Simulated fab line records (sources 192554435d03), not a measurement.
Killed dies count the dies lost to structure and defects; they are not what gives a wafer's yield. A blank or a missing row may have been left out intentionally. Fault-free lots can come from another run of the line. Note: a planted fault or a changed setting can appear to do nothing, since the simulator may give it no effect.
Split-lot study + flow n5-finfet + 21 wafers read across 7 lots, on a route 1938 steps long

## ON THE SPLIT
At N5_FIN_SAQP_ALD_61 (deposits SiO2, target thk 4 nm, pulse time 1 s, purge time 2 s), the setting ald-cycles was moved away from the recipe's 43 on 5 of the 21 wafers read, by +7.0% to +9.3%. The other wafers ran this setting at the recipe's value.

The split's own step is where the reading is taken.

## THE READING
SiO2_of_FIN_SAQP_ALD_61.thk-nm (the simulator's own value, which no gauge read), in nm, at N5_FIN_SAQP_ALD_61 (deposits SiO2, target thk 4 nm, pulse time 1 s, purge time 2 s). The file gives no usual value for it. The 16 wafers here that ran the recipe average 3.985 nm, standard deviation 0.014 nm.

| wafer  | tool, chamber at the split | ald-cycles as run | against the recipe | SiO2_of_FIN_SAQP_ALD_61.thk-nm, nm | against lot-mates on the recipe |
|--------|----------------------------|-------------------|--------------------|------------------------------------|---------------------------------|
| L080.1 | ald-sin-04, 0              | 43                | recipe             | 3.972                              | -                               |
| L080.3 | ald-sin-04, 2              | 43                | recipe             | 3.989                              | -                               |
| L080.6 | ald-sin-04, 3              | 43                | recipe             | 3.966                              | -                               |
| L083.2 | ald-sin-02, 0              | 43                | recipe             | 4.003                              | -                               |
| L083.4 | ald-sin-02, 2              | 43                | recipe             | 3.984                              | -                               |
| L083.6 | ald-sin-02, 0              | 46                | +7.0%              | 4.269                              | +0.276                          |
| L084.1 | ald-sin-04, 2              | 43                | recipe             | 3.988                              | -                               |
| L084.3 | ald-sin-04, 0              | 46                | +7.0%              | 4.234                              | +0.249                          |
| L084.6 | ald-sin-04, 2              | 43                | recipe             | 3.982                              | -                               |
| L086.1 | ald-sin-03, 2              | 43                | recipe             | 3.991                              | -                               |
| L086.4 | ald-sin-03, 0              | 46                | +7.0%              | 4.272                              | +0.281                          |
| L086.6 | ald-sin-03, 1              | 46                | +7.0%              | 4.286                              | +0.295                          |
| L090.1 | ald-sin-02, 1              | 43                | recipe             | 3.986                              | -                               |
| L090.3 | ald-sin-02, 1              | 43                | recipe             | 3.967                              | -                               |
| L090.5 | ald-sin-02, 1              | 43                | recipe             | 3.991                              | -                               |
| L093.2 | ald-sin-04, 1              | 43                | recipe             | 3.969                              | -                               |
| L093.3 | ald-sin-04, 3              | 43                | recipe             | 3.965                              | -                               |
| L093.5 | ald-sin-04, 3              | 43                | recipe             | 3.993                              | -                               |
| L097.2 | ald-sin-04, 3              | 43                | recipe             | 4.01                               | -                               |
| L097.3 | ald-sin-04, 2              | 47                | +9.3%              | 4.352                              | +0.346                          |
| L097.5 | ald-sin-04, 3              | 43                | recipe             | 4.002                              | -                               |

FIT RESULTS
A straight line over all 21 wafers: SiO2_of_FIN_SAQP_ALD_61.thk-nm changes by +0.04 nm for each +1% of ald-cycles; r = +0.99; the points scatter about the line by 0.015 nm.
The same after taking each lot's own level away (the mean of its wafers on the recipe; 21 wafers): +0.0387 nm for each +1%; r = +1.00; scatter 0.012 nm.
The reading moves by 0.36 nm for the largest change in ald-cycles, on that fit.
The span of the lots' own levels, 3.9757 to 4.0060 nm, comes to 2.2 times the standard deviation stated above.
The two slopes are in agreement: the lot-to-lot level therefore moves the slope only a little.
Check: +0.367 nm against its lot-mates is what the line predicts for one of the wafers moved furthest among these (+9.3%) when that wafer is left out of the fit. It came out at +0.346 nm against them.

## OTHER SPLITS APPLIED TO THESE WAFERS
Note: prior to the reading, these wafers also went through further splits. Each is held against what the fit with the lots' levels taken away leaves over:
| other split on the same wafers | wafers away from the commonest value | r with SiO2_of_FIN_SAQP_ALD_61.thk-nm (lot level and that fit taken away) |
|--------------------------------|--------------------------------------|---------------------------------------------------------------------------|
| N5_WELL_APT_COAT_02 spin-rpm   | 8                                    | +0.16                                                                     |

## FILE'S OWN FIT
SiO2_of_FIN_SAQP_ALD_61.thk-nm changes by +0.0382 nm for each +1% of ald-cycles, r = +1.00.
